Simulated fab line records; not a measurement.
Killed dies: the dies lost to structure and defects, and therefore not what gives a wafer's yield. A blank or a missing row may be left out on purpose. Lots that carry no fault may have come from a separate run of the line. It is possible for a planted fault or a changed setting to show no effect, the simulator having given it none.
fab line records	flow nand-harc
[record] lots = 12	wafers = 36	last-day = 34
route steps=1302 shown A_ONON_D2@567 A_CHANNEL_HOLE_D2@571 END@1302
lots with no fault: from the same line, run without faults
start-h: hours from the record's opening day to when the first of the lot's shown wafers began	wait-h: how many hours have passed since the lot's step before this one	" unchanged from the row above	L1.1+2: one row covering several wafers at once	- no value, or no start was given	* or withheld: withheld	< > ~ a bound
route shown NAME@n: names a module that has steps shown in the file, with the first one's number in the route	usual: mean and standard deviation over wafers with no fault	same: alike in all rows	chamber/n: place in a boat	sites: each site's reading	_std_site: standard deviation of those values	_edge_site: mean of outer sites minus mean of inner sites	radius-mm: for every site, how far away it sits from the centre of the wafer	mask NAME#n: copy n	behind: the most recent tool/chamber to have shaped the wafer	hold: why the lot was held/for how many hours/how that ended	device: transistor that didn't switch, given as n, p or np	end of line: the route-end tests of the same wafers	a step with no rows: only its recipe	killed: at the first sort, the dies lost to defects and structure; wafer yield is something else	map: a wafer's dies, marking killed ones x, the rest . and places with no die _
set.NAME: setting as actually run; set.NAME@STEP: the setting as run at that earlier step	model.NAME: the simulator's own value behind a step, which no gauge read
a sample of lots followed through the steps of the route, with each step as a table and each wafer as a row
services: the hour from which a tool's chamber was out of use, counted from the record's first day as start-h (under 0 if before that day), plus the number of hours and why
[[steps]]
[step NHARC_A_ONON_D2_THK_MEAS_34]
[recipe] thk-meas-gauge = ellipsometry
[usual] thk-nm = 199.4/2.6
lot.wafer	tool	chamber	start-h	wait-h	thk-nm
L827.1	film-metro-01	-	319.74	-	202.5
L827.3	"	-	"	"	200.0
L827.4	"	-	"	"	203.9
L828.1	film-metro-02	-	319.75	-	197.1
L828.2	"	-	"	"	198.7
L828.4	"	-	"	"	199.7
L832.3	film-metro-02	-	336.91	-	202.6
L832.4	"	-	"	"	204.1
L832.6	"	-	"	"	206.1
L833.4	film-metro-02	-	336.99	-	200.6
L833.5	"	-	"	"	200.9
L833.6	"	-	"	"	199.7
L835.2	film-metro-02	-	366.70	-	198.3
L835.3	"	-	"	"	199.2
L835.5	"	-	"	"	200.0
L837.2	film-metro-01	-	398.23	-	197.3
L837.3	"	-	"	"	198.2
L837.6	"	-	"	"	198.4
L839.1	film-metro-02	-	401.67	-	198.8
L839.5	"	-	"	"	202.4
L839.6	"	-	"	"	202.8
L842.3	film-metro-01	-	439.42	-	194.4
L842.4	"	-	"	"	196.4
L842.5	"	-	"	"	199.5
L843.2	film-metro-02	-	461.62	-	198.6
L843.3	"	-	"	"	198.4
L843.5	"	-	"	"	201.9
L848.1	film-metro-01	-	504.78	-	197.1
L848.2	"	-	"	"	196.6
L848.5	"	-	"	"	202.2
L849.1	film-metro-02	-	516.38	-	199.6
L849.3	"	-	"	"	199.2
L849.5	"	-	"	"	201.5
L850.2	film-metro-01	-	521.25	-	197.3
L850.3	"	-	"	"	199.6
L850.6	"	-	"	"	199.9
[step NHARC_A_ONON_D2_INSPECT_32]
[usual] raw-defect-count = 386/140
lot.wafer	tool	chamber	start-h	wait-h	raw-defect-count
L827.1	defect-inspect-02	-	319.80	0.0	460
L827.3	"	-	"	"	632
L827.4	"	-	"	"	551
L828.1	defect-inspect-01	-	319.81	0.0	288
L828.2	"	-	"	"	391
L828.4	"	-	"	"	257
L832.3	defect-inspect-01	-	336.97	0.0	350
L832.4	"	-	"	"	562
L832.6	"	-	"	"	302
L833.4	defect-inspect-02	-	337.07	0.0	329
L833.5	"	-	"	"	619
L833.6	"	-	"	"	408
L835.2	defect-inspect-01	-	366.78	0.0	386
L835.3	"	-	"	"	369
L835.5	"	-	"	"	327
L837.2	defect-inspect-02	-	398.29	0.0	358
L837.3	"	-	"	"	353
L837.6	"	-	"	"	275
L839.1	defect-inspect-02	-	401.73	0.0	494
L839.5	"	-	"	"	756
L839.6	"	-	"	"	482
L842.3	defect-inspect-01	-	439.48	0.0	203
L842.4	"	-	"	"	241
L842.5	"	-	"	"	436
L843.2	defect-inspect-01	-	461.68	0.0	435
L843.3	"	-	"	"	386
L843.5	"	-	"	"	350
L848.1	defect-inspect-01	-	504.86	0.0	282
L848.2	"	-	"	"	260
L848.5	"	-	"	"	342
L849.1	defect-inspect-01	-	516.47	0.0	216
L849.3	"	-	"	"	223
L849.5	"	-	"	"	307
L850.2	defect-inspect-01	-	521.34	0.0	274
L850.3	"	-	"	"	148
L850.6	"	-	"	"	235
[step NHARC_A_CHANNEL_HOLE_D2_DEP_01]
[recipe] target-thk-a = 1400	target-thk-nm = 140	temp-c = 400	pressure-torr = 3.5	flow-sccm = 200	rf-w = 350	material = SiON
[usual] heater-power-w = 722/83
lot.wafer	tool	chamber	start-h	wait-h	heater-power-w
L827.3	pecvd-04	2	322.22	1.0	853
L827.1	"	0	"	"	685
L827.4	"	0	"	"	671
L828.2	pecvd-04	2	323.71	1.4	786
L828.1	"	1	"	"	678
L828.4	"	0	"	"	776
L832.3	pecvd-01	0	340.87	1.0	721
L832.6	"	1	"	"	798
L832.4	"	2	"	"	593
L833.4	pecvd-04	1	342.24	0.7	599
L833.6	"	2	"	"	771
L833.5	"	0	"	"	699
L835.2	pecvd-02	0	368.78	1.3	802
L835.3	"	1	"	"	724
L835.5	"	2	"	"	730
L837.2	pecvd-02	0	400.29	1.3	889
L837.3	"	2	"	"	692
L837.6	"	2	"	"	711
L839.1	pecvd-02	1	404.71	1.7	599
L839.6	"	0	"	"	885
L839.5	"	1	"	"	624
L842.3	pecvd-04	2	445.29	1.0	700
L842.4	"	0	"	"	653
L842.5	"	1	"	"	612
L843.2	pecvd-04	2	463.66	1.3	682
L843.3	"	0	"	"	714
L843.5	"	1	"	"	683
L848.1	pecvd-01	1	506.89	1.6	658
L848.2	"	2	"	"	614
L848.5	"	0	"	"	628
L849.3	pecvd-02	1	518.47	1.0	708
L849.1	"	2	"	"	584
L849.5	"	0	"	"	827
L850.2	pecvd-01	1	523.35	1.3	809
L850.3	"	2	"	"	612
L850.6	"	2	"	"	624
[step NHARC_A_CHANNEL_HOLE_D2_INSPECT_12]
[usual] raw-defect-count = 25/22
lot.wafer	tool	chamber	start-h	wait-h	raw-defect-count
L827.1	defect-inspect-01	-	323.04	0.0	53
L827.3	"	-	"	"	52
L827.4	"	-	"	"	59
L828.1	defect-inspect-02	-	324.56	0.0	4
L828.2	"	-	"	"	6
L828.4	"	-	"	"	5
L832.3	defect-inspect-02	-	341.66	0.0	6
L832.4	"	-	"	"	11
L832.6	"	-	"	"	7
L833.4	defect-inspect-02	-	342.88	0.0	58
L833.5	"	-	"	"	59
L833.6	"	-	"	"	67
L835.2	defect-inspect-01	-	369.60	0.0	47
L835.3	"	-	"	"	60
L835.5	"	-	"	"	52
L837.2	defect-inspect-01	-	401.14	0.0	17
L837.3	"	-	"	"	15
L837.6	"	-	"	"	12
L839.1	defect-inspect-01	-	405.52	0.0	12
L839.5	"	-	"	"	10
L839.6	"	-	"	"	13
L842.3	defect-inspect-01	-	446.17	0.0	370
L842.4	"	-	"	"	399
L842.5	"	-	"	"	395
L843.2	defect-inspect-02	-	464.38	0.0	394
L843.3	"	-	"	"	408
L843.5	"	-	"	"	404
L848.1	defect-inspect-02	-	507.70	0.0	4
L848.2	"	-	"	"	6
L848.5	"	-	"	"	6
L849.1	defect-inspect-02	-	519.16	0.0	2
L849.3	"	-	"	"	1
L849.5	"	-	"	"	5
L850.2	defect-inspect-01	-	524.22	0.0	36
L850.3	"	-	"	"	21
L850.6	"	-	"	"	31
[step NHARC_A_CHANNEL_HOLE_D2_ETCH_16]
[recipe] target-depth-a = 31000	over-etch-frac = 0.3	time-s = 806	ion-energy-ev = 150	o2-flow-sccm = 400	cos-flow-sccm = 20	ar-flow-sccm = 0	rf-w = 500	bias-w = 300	chemistry = O2/COS
[usual] bias-w = 300.0/0.93	drypump-motor-current-A = 5.6/0.6	oes-product-au = 0.999/0.0068	rf-vpp-V = 315.8/1.6	showerhead-plenum-p-Torr = 3.22/0.095	throttle-valve-pct = 28.330/0.009
lot.wafer	tool	chamber	start-h	wait-h	bias-w	drypump-motor-current-A	oes-product-au	rf-hours-counter-h	rf-vpp-V	showerhead-plenum-p-Torr	throttle-valve-pct
L827.4	rie-diel-07	2	-	-	300.5	4.6	1.001	1.1	317.7	3.26	28.323
L827.3	"	0	"	"	301.3	5.8	1.008	1.1	314.9	3.19	28.342
L827.1	"	1	"	"	299.3	6.4	1.003	0.4	316.5	3.32	28.343
L828.4	rie-diel-08	3	-	-	300.0	5.4	0.999	8.6	316.2	3.17	28.336
L828.2	"	0	"	"	298.7	6.0	0.996	7.3	310.5	2.93	28.331
L828.1	"	2	"	"	299.9	5.5	0.985	8.8	312.3	2.94	28.329
L832.3	rie-diel-09	1	-	-	298.8	5.2	1.002	2.3	316.9	3.34	28.320
L832.4	"	0	"	"	299.6	5.5	1.002	-	314.9	3.19	28.338
L832.6	"	3	"	"	300.0	5.9	0.995	-	316.1	3.25	28.325
L833.6	rie-diel-09	0	-	-	301.7	5.5	1.003	-	316.1	3.19	28.326
L833.5	"	1	"	"	299.2	5.2	1.006	-	317.9	3.34	28.336
L833.4	"	3	"	"	298.8	5.9	1.002	-	316.2	3.25	28.334
L835.2	rie-diel-07	3	-	-	299.8	6.3	0.992	5.8	314.1	3.17	28.342
L835.3	"	0	"	"	298.6	5.8	0.993	5.4	315.3	3.19	28.344
L835.5	"	3	"	"	299.3	6.3	1.005	-	315.2	3.17	28.324
L837.3	rie-diel-09	3	-	-	299.7	5.8	0.992	6.6	316.4	3.25	28.334
L837.2	"	1	"	"	299.6	5.2	1.007	6.1	317.7	3.33	28.323
L837.6	"	3	"	"	300.2	5.8	1.001	-	316.3	3.25	28.330
L839.1	rie-diel-09	0	-	-	301.7	5.5	1.010	6.5	316.6	3.19	28.331
L839.5	"	1	"	"	298.6	5.2	1.011	-	318.4	3.33	28.323
L839.6	"	2	"	"	300.0	4.8	0.993	-	316.1	3.28	28.330
L842.3	rie-diel-08	3	-	-	300.6	5.4	0.997	4.0	314.5	3.16	28.335
L842.4	"	1	"	"	300.1	5.3	0.999	4.1	316.9	3.31	28.322
L842.5	"	3	"	"	299.4	5.4	0.989	-	312.7	3.16	28.330
L843.3	rie-diel-09	1	-	-	300.9	5.2	0.998	9.3	316.9	3.33	28.330
L843.2	"	2	"	"	300.6	4.8	1.003	6.6	316.1	3.28	28.339
L843.5	"	0	"	"	299.1	5.5	1.000	-	315.6	3.19	28.335
L848.2	rie-diel-07	3	-	-	298.6	6.3	0.997	2.2	314.5	3.17	28.326
L848.1	"	0	"	"	299.8	5.8	0.999	1.9	317.2	3.19	28.335
L848.5	"	0	"	"	301.6	5.8	1.007	-	316.1	3.19	28.342
L849.3	rie-diel-07	2	-	-	300.5	4.6	1.001	3.1	315.4	3.25	28.338
L849.1	"	0	"	"	300.5	5.8	1.004	2.7	316.0	3.18	28.312
L849.5	"	2	"	"	300.1	4.6	1.004	-	314.8	3.25	28.323
L850.2	rie-diel-08	2	-	-	300.0	5.5	1.003	7.8	312.5	2.94	28.343
L850.3	"	3	"	"	300.6	5.4	1.001	7.5	315.4	3.16	28.328
L850.6	"	3	"	"	300.4	5.4	1.001	-	315.0	3.16	28.321
[step NHARC_A_CHANNEL_HOLE_D2_INSPECT_40]
[usual] raw-defect-count = 270/84
lot.wafer	tool	chamber	start-h	wait-h	raw-defect-count
L827.1	defect-inspect-02	-	329.97	-	360
L827.3	"	-	"	"	415
L827.4	"	-	"	"	446
L828.1	defect-inspect-01	-	334.04	-	189
L828.2	"	-	"	"	234
L828.4	"	-	"	"	202
L832.3	defect-inspect-02	-	352.07	-	236
L832.4	"	-	"	"	372
L832.6	"	-	"	"	180
L833.4	defect-inspect-02	-	354.56	-	281
L833.5	"	-	"	"	453
L833.6	"	-	"	"	331
L835.2	defect-inspect-02	-	376.57	-	304
L835.3	"	-	"	"	265
L835.5	"	-	"	"	262
L837.2	defect-inspect-01	-	408.11	-	237
L837.3	"	-	"	"	228
L837.6	"	-	"	"	225
L839.1	defect-inspect-02	-	412.47	-	320
L839.5	"	-	"	"	456
L839.6	"	-	"	"	344
L842.3	defect-inspect-02	-	453.12	-	580
L842.4	"	-	"	"	619
L842.5	"	-	"	"	703
L843.2	defect-inspect-01	-	471.31	-	661
L843.3	"	-	"	"	648
L843.5	"	-	"	"	644
L848.1	defect-inspect-02	-	516.45	-	205
L848.2	"	-	"	"	186
L848.5	"	-	"	"	230
L849.1	defect-inspect-02	-	526.07	-	137
L849.3	"	-	"	"	160
L849.5	"	-	"	"	209
L850.2	defect-inspect-02	-	531.14	-	183
L850.3	"	-	"	"	124
L850.6	"	-	"	"	183
[step NHARC_END_SORT_01]
[recipe] temp-c = 25
[usual] killed-at-array = 50/18	killed-at-other = 0.8/1.1	killed-at-periphery = 4.1/2.9	killed-dies = 55/18	killed-open = 3.5/1.9	killed-short = 2.4/1.5
[same] gross-dies = 677
lot.wafer	tool	chamber	start-h	wait-h	killed-at-array	killed-at-other	killed-at-periphery	killed-dies	killed-open	killed-short
L832.3	prober-01	0	632.90	3.1	22	3	4	29	6	2
L832.4	prober-01	0	633.69	3.4	25	0	5	30	4	5
L832.6	prober-01	0	635.27	3.9	28	1	2	31	8	1
L833.4	prober-02	0	633.75	3.4	84	1	14	99	6	1
L833.5	prober-02	0	634.56	3.7	80	0	1	81	2	1
L833.6	prober-02	0	635.37	4.0	76	0	8	84	5	5
L835.2	prober-02	0	647.51	2.8	59	0	4	63	6	5
L835.3	prober-02	0	648.31	3.1	56	2	3	61	1	3
L835.5	prober-02	0	649.91	3.7	59	1	4	64	8	3
L839.1	prober-01	0	670.10	2.5	32	5	2	39	3	3
L839.5	prober-01	0	673.34	3.7	35	4	6	45	2	5
L839.6	prober-01	0	674.14	4.0	39	1	3	43	3	3
L837.2	prober-01	0	678.82	2.9	46	0	3	49	2	2
L837.3	prober-01	0	679.64	3.2	67	0	7	74	6	3
L837.6	prober-01	0	682.07	4.1	63	0	6	69	4	2
L842.3	prober-01	0	712.57	3.1	95	0	2	97	3	3
L842.4	prober-01	0	713.35	3.4	93	2	1	96	6	4
L842.5	prober-01	0	714.14	3.7	69	0	4	73	3	1
L843.2	prober-02	0	737.34	2.8	112	0	18	130	6	2
L843.3	prober-02	0	738.13	3.1	111	0	7	118	4	1
L843.5	prober-02	0	739.71	3.7	91	2	10	103	2	4
L850.2	prober-02	0	802.35	2.8	35	1	2	38	7	1
L850.3	prober-02	0	803.14	3.1	36	2	2	40	3	2
L850.6	prober-02	0	805.51	4.0	35	1	4	40	2	4
// killed by level:class
L832.3 A_CHANNEL_HOLE_D2:chamber-film-flake=8 A_SLIT:chamber-film-flake=4 THIN_TSV:chamber-film-flake=3 A_CHANNEL_HOLE_D1:chamber-film-flake=2 P_GATE:geometric-particle:open=1 P_M0:geometric-particle:open=1 P_GATE:chamber-film-flake=1 P_M1:geometric-particle:open=1
L832.4 A_CHANNEL_HOLE_D2:chamber-film-flake=8 A_CHANNEL_HOLE_D1:chamber-film-flake=3 A_CONTACT:chamber-film-flake=3 P_M1:geometric-particle:open=2 A_WL_FILL:geometric-particle:short=2 A_SLIT:chamber-film-flake=2 A_WL_FILL:chamber-film-flake=2 P_M0:geometric-particle:open=1
L833.4 A_SLIT:chamber-film-flake=32 A_CHANNEL_HOLE_D2:chamber-film-flake=26 A_CHANNEL_HOLE_D1:chamber-film-flake=16 P_GATE:chamber-film-flake=8 A_STAIRCASE:chamber-film-flake=3 A_CONTACT:chamber-film-flake=3 P_CONTACT:chamber-film-flake=2 P_STI:geometric-particle:short=1
L833.5 A_SLIT:chamber-film-flake=30 A_CHANNEL_HOLE_D1:chamber-film-flake=21 A_CHANNEL_HOLE_D2:chamber-film-flake=18 A_CONTACT:chamber-film-flake=5 A_WL_FILL:chamber-film-flake=3 A_ONON_D2:geometric-particle:open=1 A_CHANNEL_FILL_D2:geometric-particle:short=1 A_BLC:geometric-particle:open=1
L832.6 A_CHANNEL_HOLE_D2:chamber-film-flake=11 A_BLC:geometric-particle:open=2 A_CHANNEL_HOLE_D1:chamber-film-flake=2 A_STAIRCASE:chamber-film-flake=2 A_WL_FILL:chamber-film-flake=2 A_CONTACT:chamber-film-flake=2 P_M1:geometric-particle:open=1 P_M2:geometric-particle:short=1
L833.6 A_SLIT:chamber-film-flake=24 A_CHANNEL_HOLE_D2:chamber-film-flake=19 A_CHANNEL_HOLE_D1:chamber-film-flake=15 P_GATE:chamber-film-flake=5 A_CONTACT:chamber-film-flake=3 A_CHANNEL_FILL_D1:geometric-particle:short=2 A_ZERO_WELL:chamber-film-flake=2 P_GATE:geometric-particle:open=1
L835.2 A_CHANNEL_HOLE_D1:chamber-film-flake=23 A_CHANNEL_HOLE_D2:chamber-film-flake=15 A_CONTACT:chamber-film-flake=6 A_STAIRCASE:chamber-film-flake=3 A_WL_FILL:chamber-film-flake=2 P_STI:geometric-particle:short=1 P_CONTACT:geometric-particle:short=1 P_M0:geometric-particle:open=1
L835.3 A_CHANNEL_HOLE_D1:chamber-film-flake=27 A_CHANNEL_HOLE_D2:chamber-film-flake=11 A_CONTACT:chamber-film-flake=10 A_STAIRCASE:chamber-film-flake=4 THIN_TSV:chamber-film-flake=2 P_CONTACT:geometric-particle:open=1 P_M2:geometric-particle:short=1 A_CHANNEL_FILL_D1:geometric-particle:short=1
L835.5 A_CHANNEL_HOLE_D1:chamber-film-flake=23 A_CHANNEL_HOLE_D2:chamber-film-flake=19 A_CONTACT:chamber-film-flake=6 P_STI:geometric-particle:open=2 A_CHANNEL_FILL_D1:geometric-particle:short=2 A_CHANNEL_FILL_D1:geometric-particle:open=2 A_ONON_D1:geometric-particle:open=1 A_CHANNEL_FILL_D2:geometric-particle:open=1
L839.1 A_CHANNEL_HOLE_D2:chamber-film-flake=14 A_CHANNEL_HOLE_D1:chamber-film-flake=8 HYBRID_BOND:chamber-film-flake=3 A_STAIRCASE:chamber-film-flake=2 A_WL_FILL:chamber-film-flake=2 P_STI:geometric-particle:open=1 P_CONTACT:geometric-particle:short=1 A_ONON_D2:geometric-particle:short=1
L839.5 A_CHANNEL_HOLE_D2:chamber-film-flake=17 A_CHANNEL_HOLE_D1:chamber-film-flake=7 A_WL_FILL:chamber-film-flake=3 HYBRID_BOND:chamber-film-flake=3 P_M0:geometric-particle:short=2 P_GATE:chamber-film-flake=2 A_CONTACT:chamber-film-flake=2 P_M2:geometric-particle:open=1
L839.6 A_CHANNEL_HOLE_D2:chamber-film-flake=16 A_CHANNEL_HOLE_D1:chamber-film-flake=9 A_STAIRCASE:chamber-film-flake=4 A_SLIT:chamber-film-flake=2 A_WL_FILL:chamber-film-flake=2 A_CONTACT:chamber-film-flake=2 P_CONTACT:geometric-particle:short=1 P_M1:geometric-particle:short=1
L837.2 A_SLIT:chamber-film-flake=24 A_CHANNEL_HOLE_D2:chamber-film-flake=9 A_CHANNEL_HOLE_D1:chamber-film-flake=5 P_M0:chamber-film-flake=3 A_ONON_D2:geometric-particle:open=2 A_CHANNEL_FILL_D1:geometric-particle:short=1 A_CHANNEL_FILL_D2:geometric-particle:short=1 A_ZERO_WELL:chamber-film-flake=1
L837.3 A_SLIT:chamber-film-flake=23 A_CHANNEL_HOLE_D1:chamber-film-flake=13 A_CHANNEL_HOLE_D2:chamber-film-flake=13 P_M0:chamber-film-flake=5 A_CONTACT:chamber-film-flake=5 A_CHANNEL_FILL_D2:geometric-particle:short=2 A_BLC:geometric-particle:open=2 A_WL_FILL:chamber-film-flake=2
L837.6 A_SLIT:chamber-film-flake=30 A_CHANNEL_HOLE_D1:chamber-film-flake=8 A_CHANNEL_HOLE_D2:chamber-film-flake=7 A_CONTACT:chamber-film-flake=6 P_M0:chamber-film-flake=5 A_ZERO_WELL:chamber-film-flake=2 A_CHANNEL_FILL_D1:chamber-film-flake=2 A_WL_FILL:chamber-film-flake=2
L842.3 A_CHANNEL_HOLE_D2:unspecified=59 A_CHANNEL_HOLE_D2:chamber-film-flake=19 A_CHANNEL_HOLE_D1:chamber-film-flake=6 A_SLIT:chamber-film-flake=2 A_CONTACT:chamber-film-flake=2 P_CONTACT:geometric-particle:open=1 A_ONON_D1:geometric-particle:short=1 A_ONON_D2:geometric-particle:short=1
L842.4 A_CHANNEL_HOLE_D2:unspecified=53 A_CHANNEL_HOLE_D2:chamber-film-flake=18 A_CHANNEL_HOLE_D1:chamber-film-flake=8 A_ONON_D2:geometric-particle:open=3 A_CONTACT:chamber-film-flake=3 A_DECK1_JOINT:geometric-particle:open=2 P_M0:geometric-particle:short=1 A_ONON_D1:geometric-particle:short=1
L842.5 A_CHANNEL_HOLE_D2:unspecified=43 A_CHANNEL_HOLE_D2:chamber-film-flake=6 A_CHANNEL_HOLE_D1:chamber-film-flake=4 A_SLIT:chamber-film-flake=4 A_CONTACT:chamber-film-flake=4 A_WL_FILL:chamber-film-flake=3 P_STI:chamber-film-flake=2 P_GATE:geometric-particle:open=1
L843.2 A_CHANNEL_HOLE_D2:unspecified=59 A_SLIT:chamber-film-flake=28 P_GATE:chamber-film-flake=8 A_CHANNEL_HOLE_D2:chamber-film-flake=8 A_CHANNEL_HOLE_D1:chamber-film-flake=6 P_STI:chamber-film-flake=4 A_SGD_CUT:chamber-film-flake=4 P_CONTACT:geometric-particle:open=2
L843.3 A_CHANNEL_HOLE_D2:unspecified=58 A_SLIT:chamber-film-flake=24 A_CHANNEL_HOLE_D2:chamber-film-flake=11 P_GATE:chamber-film-flake=5 A_CHANNEL_HOLE_D1:chamber-film-flake=5 A_SGD_CUT:chamber-film-flake=3 A_WL_FILL:chamber-film-flake=3 A_BLC:geometric-particle:open=2
L843.5 A_CHANNEL_HOLE_D2:unspecified=42 A_SLIT:chamber-film-flake=23 A_CHANNEL_HOLE_D2:chamber-film-flake=15 P_GATE:chamber-film-flake=4 A_CONTACT:chamber-film-flake=4 P_BONDPAD:chamber-film-flake=2 A_CHANNEL_HOLE_D1:chamber-film-flake=2 A_SGD_CUT:chamber-film-flake=2
L850.2 A_CHANNEL_HOLE_D1:chamber-film-flake=18 A_CONTACT:chamber-film-flake=6 A_SLIT:chamber-film-flake=4 P_CONTACT:geometric-particle:open=2 A_ONON_D1:geometric-particle:open=1 A_DECK1_JOINT:geometric-particle:open=1 A_WL_FILL:geometric-particle:short=1 A_WL_FILL:geometric-particle:open=1
L850.3 A_CHANNEL_HOLE_D1:chamber-film-flake=14 A_SLIT:chamber-film-flake=8 A_CONTACT:chamber-film-flake=6 A_STAIRCASE:chamber-film-flake=4 A_CHANNEL_FILL_D2:geometric-particle:short=2 THIN_TSV:chamber-film-flake=2 P_CONTACT:geometric-particle:open=1 P_M0:geometric-particle:open=1
L850.6 A_CHANNEL_HOLE_D1:chamber-film-flake=19 A_SLIT:chamber-film-flake=6 A_CONTACT:chamber-film-flake=4 A_ONON_D2:geometric-particle:open=2 P_STI:chamber-film-flake=2 P_GATE:geometric-particle:short=1 P_M0:geometric-particle:short=1 A_CHANNEL_FILL_D2:geometric-particle:short=1
[[services]]
tool	chamber	start-h	hours	kind
rie-diel-09	0	299.11	-	clean
rie-diel-09	1	299.11	-	clean
rie-diel-09	2	299.11	-	clean
rie-diel-09	3	299.11	-	clean
pecvd-01	-	300.25	4.8	repair
pecvd-01	-	311.00	13.0	pm
rie-diel-09	-	320.11	9.0	pm
rie-diel-09	0	320.11	9.0	vent-cycle
rie-diel-09	1	320.11	9.0	vent-cycle
rie-diel-09	2	320.11	9.0	vent-cycle
rie-diel-09	3	320.11	9.0	vent-cycle
rie-diel-09	2	333.18	19.9	repair
rie-diel-08	3	359.45	1.3	repair
rie-diel-08	-	367.83	9.0	pm
rie-diel-09	-	407.66	1.2	repair
pecvd-02	-	408.11	13.0	pm
rie-diel-09	-	422.98	0.3	repair
pecvd-01	0	442.94	2.9	repair
pecvd-04	-	450.06	13.0	pm
rie-diel-07	-	471.21	9.0	pm
rie-diel-09	-	477.43	0.3	repair
rie-diel-08	3	484.40	1.7	repair
pecvd-01	-	492.31	13.0	pm
rie-diel-09	-	497.11	9.0	pm
[[key]]
[first-sign] step = NHARC_A_CHANNEL_HOLE_D2_INSPECT_12	reading = raw-defect-count	direction = up	sigmas = 17	usual = 25	struck = 395
[effect] step = NHARC_A_CHANNEL_HOLE_D2_INSPECT_40	reading = raw-defect-count	direction = up	sigmas = 4.4	usual = 270	struck = 642
[effect] step = NHARC_END_SORT_01	reading = killed-dies	direction = up	sigmas = 2.6	usual = 55	struck = 103	wafers-moved = 5
[more-kills-born-at] NHARC_A_CHANNEL_HOLE_D2_DEP_01@pecvd-04 = 314
met-at NHARC_A_CHANNEL_HOLE_D2_DEP_01
struck-lots L842,L843
tester-left-out L842,L843
not-acting-at NHARC_A_ONON_D2_THK_MEAS_34,NHARC_A_ONON_D2_INSPECT_32,NHARC_A_CHANNEL_HOLE_D2_ETCH_16
onset-between 342.24 445.29
[fault] kind = chamber-particle-source	tool = pecvd-04	chamber = -	onset-h = 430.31	steps = NHARC_A_CHANNEL_HOLE_D2_DEP_01	rate-per-visit-cm2 = 0.59932	end-h = 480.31
// tester-left-out: of these lots the tester's yield and bins aren't shown, on N5 and GAA mostly nor the transistor test; their killed dies are dies lost to structure and defects alone, not to doping, threshold or leakage, so they don't give the yield
